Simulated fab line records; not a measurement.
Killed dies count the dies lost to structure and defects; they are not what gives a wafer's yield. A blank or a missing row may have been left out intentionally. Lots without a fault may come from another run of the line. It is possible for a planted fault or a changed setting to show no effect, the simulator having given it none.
A lot that was struck, set against a sound lot	flow n5 finfet	18 out of 1938 route steps
Sound: wafers L676.3, L676.4, L676.6. Struck: wafers L663.2, L663.3, L663.6. Last of all comes the cause.
Order at every step that has rows: each side's tool, ch and its chambers, its first start. Under that, the readings that differ: sound wafers	struck wafers	difference of the means	sigmas: that difference in standard deviations of wafers without a fault.
alike: readings whose means differ by less than 2 such deviations, and words and numbers that are the same on both sides. not compared: withheld readings, readings that some wafer has no value for, bounds like >300 that may hide the same value, and numbers for which the record gives no deviation and whose values overlap.
A row with sigmas, a row that says differs or no value, or rows on one side alone: a step with any of these is where the two part. Numbers that have no deviation but don't overlap get no sigmas and don't part them. Lack of a reading on every wafer of one side parts them only where that side has two or more wafers.

first, 9 steps without rows for these wafers: N5_PMOS_HMC_CHANNEL_EPI_HM_DEP_34 (deposits SiO2 from TEOS/O2, target thk 36 nm, time 6.9 s); N5_PMOS_HMC_CHANNEL_EPI_COAT_31 (time 60 s, resist thk 66 nm); N5_PMOS_HMC_CHANNEL_EPI_COAT_03 (resist thk 205 nm); N5_PMOS_HMC_CHANNEL_EPI_EBR_05; N5_PMOS_HMC_CHANNEL_EPI_SOFTBAKE_04 (time 60 s); N5_PMOS_HMC_CHANNEL_EPI_EXPOSE_06 (exposes mask PMOS HMC BLK, target cd 240 nm); N5_PMOS_HMC_CHANNEL_EPI_PEB_07 (peb time 60 s); N5_PMOS_HMC_CHANNEL_EPI_DEVELOP_08 (develop time 30 s); N5_PMOS_HMC_CHANNEL_EPI_DESCUM_14 (chemistry O2, time 7.9 s).
N5_PMOS_HMC_CHANNEL_EPI_ETCH_32: etches BARC in N2/H2, stops on SiO2, target depth 85.8 nm, time 50.3 s.
  sound on rie diel-02 ch 2,3, day 6 10:58; struck on rie diel-01 ch 2,3, day 3 05:54
  no value came back on the struck wafers for any of 7 readings (bias w (W), chamber pressure mTorr (mTorr) and others); on the sound wafers bias w (W) reads 150.0 150.2 150.6
reading	sound	struck	difference	sigmas
model.CAR-ArF-block_of_PMOS_HMC_CHANNEL_EPI_COAT_03.thk nm (nm)	132 134.3 132.1	199.1 199.4 198.6	+66.2	
model.PMOS_HMC_CHANNEL_EPI.cd nm (nm)	240.4 241.4 241.9	236.1 237.1 238.1	-4.1	
  not compared: rf hours counter h
N5_PMOS_HMC_CHANNEL_EPI_HM_OPEN_15: chemistry CHF3/O2, target SiO2, target depth 40.6 nm, time 20.3 s.
  sound on rie diel-02 ch 2,3, day 6 11:01; struck on rie diel-01 ch 2,3, day 3 05:57
reading	sound	struck	difference	sigmas
oes product au (a.u.)	0.73 0.67 0.74	0.28 0.32 0.32	-0.41	-5
model.CAR-ArF-block_of_PMOS_HMC_CHANNEL_EPI_COAT_03.thk nm (nm)	91.72 94.44 91.7	159.5 159.4 158.5	+66.5	
  alike: drypump motor current A, rf vpp V, showerhead plenum p Torr, throttle valve pct
  not compared: rf hours counter h
then, 3 steps without rows for these wafers: N5_PMOS_HMC_CHANNEL_EPI_STRIP_33 (strips in N2/H2); N5_PMOS_HMC_CHANNEL_EPI_STRIP_17 (strips in SPM, time 750 s); N5_PMOS_HMC_CHANNEL_EPI_ETCH_38 (etches SiO2 in CF4, target depth 1.5 nm).
N5_PMOS_HMC_CHANNEL_EPI_FIN_RECESS_16: chemistry HBr/Cl2, target Si, target depth 54 nm, time 18 s.
  sound on rie si-04 ch 1,2, day 6 11:24; struck on rie si-06 ch 1,2,3, day 3 06:19
reading	sound	struck	difference	sigmas
oes product au (a.u.)	1.038 1.015 1.039	0.989 0.984 1.000	-0.040	-2
model.PMOS_HMC_CHANNEL_EPI.cd nm (nm)	240.3 241.5 241.9	236.2 237.1 238.2	-4.1	
  alike: HBr_flow_sccm, drypump motor current A, throttle valve pct
  not compared: rf hours counter h
then, 1 step without rows for these wafers: N5_PMOS_HMC_CHANNEL_EPI_PRECLEAN_36 (cleans in O3/DIW, time 45 s).
N5_BEOL_M4_RC_MEAS_101:
  the record has rows for the sound wafers here (prober-02 ch 0, day 12 10:41) and none for the struck ones
-- a jump in the record: the struck wafers' starts before and after are 11 days apart (it breaks off in module BEOL_M4 and resumes in module PASSIVATION, where the first step shown is number 1936 of the route) --
N5_PASSIVATION_PROBE_49:
  sound on prober-02 at day 16 22:31; struck on prober-02 at day 14 06:08
reading	sound	struck	difference	sigmas
defect limited yield (%)	91.2 89.7 90.5	0 0 0	-90	-60
killed at front end	43 40 41	1135 1117 1122	+1083	+98
killed dies	104 122 112	1180 1180 1180	+1067	+59
killed on rim	14 11 19	152 152 152	+137	+37
sort_bin_5_function (%)	5.7 5.3 5.4	96.8 95.7 96.4	+90.8	+83
sort n pass	1076 1058 1068	0 0 0	-1067	-59
sort yield pct (%)	91.2 89.7 90.5	0 0 0	-90	-60
  alike: killed_at_M0_to_M3, killed_at_M4_up, killed at contacts, killed at other, killed open, killed short, sort_bin_6_memory

== WHERE THEY PART ==
Last at N5_PASSIVATION_PROBE_49 as far as this record goes, first at N5_PMOS_HMC_CHANNEL_EPI_ETCH_32.

WHY: what the simulator had put in
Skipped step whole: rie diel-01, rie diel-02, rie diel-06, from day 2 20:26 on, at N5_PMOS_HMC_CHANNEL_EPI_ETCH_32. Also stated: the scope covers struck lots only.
